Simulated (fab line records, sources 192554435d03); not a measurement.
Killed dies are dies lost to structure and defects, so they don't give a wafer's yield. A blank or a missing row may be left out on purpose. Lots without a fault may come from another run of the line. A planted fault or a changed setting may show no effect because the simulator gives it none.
Problem report in the 8D (eight disciplines) form, filled by code | flow n5_finfet | the parts of the form that need people (team, actions taken, sign-off) are left out

1. THE PROBLEM
killed_at_front_end at N5_PASSIVATION_PROBE_49 reads a mean of 125 on 9 wafers of 3 lots; wafers without a fault read 42 with a standard deviation of 12. That is +6.9 standard deviations from the usual mean.
First seen on wafer L341.1, day 15 00:50, on prober-02. The record holds 9 wafers of 3 lots with a number at this step. Rule for "out", or "out of limits": more than 4 standard deviations from the usual mean. The other wafers with a number count as sound.

2. WHAT IT IS AND WHAT IT IS NOT
question                    | is                     | is not
which readings at this step | killed_at_front_end    | killed_at_M4_up, killed_at_contacts, killed_at_other, killed_short
which lots                  | L340, L341, L342       | -
which wafers of those lots  | all that have a number | -
read on which tools         | prober-01, prober-02   | -
when                        | from day 15 00:50      | up to then (0 sound wafers)

3. SUSPECTS, AND WHAT RULES EACH OUT
Counting: a tool at a process step up to the reading stays a suspect if it ran every lot that is out and no sound lot after the first of them.
- rie_diel-06 at N5_HKMG_FIN_ETCH_35 (etches SOC in N2/H2, target depth 215.8 nm, time 243.4 s): kept. It ran every lot that is out, first L340 (day 6 23:50), and no sound lot after that.
Left after counting: rie_diel-06 at N5_HKMG_FIN_ETCH_35.

4. THE CAUSE (what the simulator had put in)
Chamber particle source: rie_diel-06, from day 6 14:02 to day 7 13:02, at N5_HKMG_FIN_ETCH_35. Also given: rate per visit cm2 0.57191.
Counting left only this tool.

5. THE CHAIN OF EFFECTS, in route order
Each row: a reading whose mean over the struck wafers that have a number lies more than 3 standard deviations from the usual. Only readings for which the record gives a usual standard deviation are gone through. hours: the time from each lot's start at the first step in this table that gives one to its start at this step, as a median over the lots. sigmas: the change in usual standard deviations.
hours | step                    | reading             | usual | on struck wafers | change | sigmas
0     | N5_PASSIVATION_PROBE_49 | killed_at_front_end | 42    | 125              | +83    | +6.9
0     | N5_PASSIVATION_PROBE_49 | killed_dies         | 108   | 181              | +73    | +4.1
The process steps in it:
- N5_PASSIVATION_PROBE_49

6. WHAT WOULD HAVE CAUGHT IT SOONER
In this record the first reading out of limits was taken at day 15 00:50, 203 hours after the fault began at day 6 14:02.
Of the tool readings at N5_HKMG_FIN_ETCH_35 for which the record gives a usual standard deviation, none was out on any struck wafer, so an alarm limit of 4 standard deviations on them would not have fired.
All the lots that are out (3) had begun N5_HKMG_FIN_ETCH_35 on rie_diel-06 by day 15 00:50. A hold on the tool at that time would have spared none of them.
